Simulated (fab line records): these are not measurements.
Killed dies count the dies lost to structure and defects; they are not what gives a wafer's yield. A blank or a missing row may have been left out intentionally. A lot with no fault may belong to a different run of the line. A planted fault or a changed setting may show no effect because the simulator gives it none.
Comparing a struck lot with a sound one -- flow nand-harc -- 25 out of 1302 route steps
Sound: wafers L191.1, L191.2, L191.6. The struck wafers were L203.2, L203.3, L203.6. Last of all comes the cause.
Each step with rows lists, per side, the tool, then ch with its chambers, then its first start. Under that, the readings that differ: sound wafers -- struck wafers -- difference of the means -- sigmas: that difference in standard deviations of wafers without a fault.
alike: a reading whose means differ by less than 2 such deviations, as well as words and numbers matching on both sides. not compared: withheld readings; readings where some wafer has no value; bounds like >300 that might hide an equal value; numbers whose values overlap and for which the record gives no deviation.
The two part at a step that has a row with sigmas, a row that says differs or no value, or rows on one side only. When numbers do not overlap yet have no deviation, they are printed without sigmas and do not part them. A reading that every wafer of one side lacks parts them only if that side has two wafers or more.

NHARC_P_CONTACT_DEP_30: deposits SiNx, target thk 30 nm.
  sound on pecvd-01 ch 1,2, day 9 02:35; struck on pecvd-02 ch 0,1,2, day 14 00:41
  alike: heater-power-w
NHARC_P_CONTACT_DEP_00: deposits SiO2, target thk 500 nm.
  sound on pecvd-01 ch 1,2; struck on pecvd-02 ch 0,1,2
  alike: heater-power-w, throttle-valve-pct
NHARC_P_CONTACT_CMP_01: polishes SiO2, target thk 200 nm.
  sound on cmp-04 ch 1,2,3, day 9 03:19; struck on cmp-01 ch 0,1, day 14 01:25
  alike: motor-current-A
then, 8 steps without rows for these wafers: NHARC_P_CONTACT_SRD_03; NHARC_P_CONTACT_DEHYDRATE_04 (time 120 s); NHARC_P_CONTACT_HMDS_05 (time 30 s); NHARC_P_CONTACT_COAT_33 (time 75 s); NHARC_P_CONTACT_COAT_34 (time 65 s); NHARC_P_CONTACT_COAT_06 (resist thk 90 nm); NHARC_P_CONTACT_SOFTBAKE_07 (time 55 s); NHARC_P_CONTACT_EBR_08.
NHARC_P_CONTACT_EXPOSE_09: exposes mask P CA, target cd 90 nm.
  sound on arfi-scanner-02 ch 0, day 9 03:50; struck on arfi-scanner-01 ch 0, day 14 02:06
reading,sound,struck,difference,sigmas
exposure-dose-mJ-cm2,81.20 81.35 81.29,86.54 86.64 86.55,+5.30,+71
  alike: mask
then, 2 steps without rows for these wafers: NHARC_P_CONTACT_PEB_10 (peb time 65 s); NHARC_P_CONTACT_DEVELOP_11 (develop time 35 s).
NHARC_P_CONTACT_CD_MEAS_12: target cd 90 nm.
  sound on cd-sem-03 ch 0, day 9 03:59; struck on cd-sem-02 ch 0
reading,sound,struck,difference,sigmas
cd-nm (nm),90.0 91.2 90.1,94.0 93.6 93.9,+3.4,+5
  not compared: hold
NHARC_P_CONTACT_OVL_MEAS_13:
  struck on overlay-02, day 14 05:36; sound on overlay-01, day 9 04:04
reading,sound,struck,difference,sigmas
hold,- - -,await-dispo/3.1h/release await-dispo/3.1h/release await-dispo/3.1h/release,no value on the sound wafers,
  alike: overlay-x-nm, overlay-y-nm
NHARC_P_CONTACT_INSPECT_14:
  struck on defect-inspect-01, day 14 05:38; sound on defect-inspect-02, day 9 04:07
reading,sound,struck,difference,sigmas
raw-defect-count,12 14 16,3 2 3,-11,-4
NHARC_P_CONTACT_DESCUM_17: chemistry O2, time 3 s.
  sound on rie-diel-07 ch 1,2,3, day 9 04:10; struck on rie-diel-12 ch 2,3, day 14 05:42
reading,sound,struck,difference,sigmas
model.P_CONTACT.cd-nm (nm),89.7 90.85 90.63,93.73 93.34 93.5,+3.13,
  alike: drypump-motor-current-A, oes-product-au, rf-vpp-V, showerhead-plenum-p-Torr, throttle-valve-pct
  not compared: rf-hours-counter-h
NHARC_P_CONTACT_ETCH_35: etches the open film in CF4, target depth 39 nm, time 65 s.
  sound on rie-diel-07 ch 0,1, day 9 04:16; struck on rie-diel-12 ch 0,1,2, day 14 05:47
  alike: drypump-motor-current-A, oes-product-au, rf-vpp-V, showerhead-plenum-p-Torr, throttle-valve-pct
  not compared: rf-hours-counter-h
then, 1 step without rows for these wafers: NHARC_P_CONTACT_ETCH_36 (etches the open film in N2/H2, target depth 260 nm, time 406.25 s).
NHARC_P_CONTACT_ETCH_18: etches the open film in C4F8/O2/Ar, target depth 481 nm, time 240.5 s.
  sound on rie-diel-07 ch 0,1,2; struck on rie-diel-12 ch 0,3
  alike: oes-product-au, rf-vpp-V
  not compared: rf-hours-counter-h
then, 1 step without rows for these wafers: NHARC_P_CONTACT_STRIP_37 (strips in C4F8/O2/Ar).
NHARC_P_CONTACT_ETCH_31: etches the open film in CH3F/O2, target depth 30 nm, time 85.7 s.
  sound on rie-diel-07 ch 0,3; struck on rie-diel-12 ch 0,1
reading,sound,struck,difference,sigmas
model.P_CONTACT.cd-nm (nm),88.89 89.55 91.86,93.71 93.15 92.34,+2.97,
  alike: drypump-motor-current-A, oes-product-au, rf-vpp-V, showerhead-plenum-p-Torr, throttle-valve-pct
  not compared: rf-hours-counter-h
NHARC_P_CONTACT_CD_MEAS_19:
  struck on cd-sem-02, day 14 06:34; sound on cd-sem-03, day 9 05:03
reading,sound,struck,difference,sigmas
cd-nm (nm),89.1 89.1 91.9,93.9 93.1 92.6,+3.2,+2
  not compared: hold
next, for these wafers, 1 step has no rows: NHARC_END_SORT_01.

WHERE THEY PART
Earliest at NHARC_P_CONTACT_EXPOSE_09; latest, in this record, at NHARC_P_CONTACT_CD_MEAS_19.

WHY: what had been put in by the simulator
Drift in process parameters on arfi-scanner-01 at NHARC_P_CONTACT_EXPOSE_09, starting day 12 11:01. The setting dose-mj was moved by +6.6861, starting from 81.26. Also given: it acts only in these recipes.
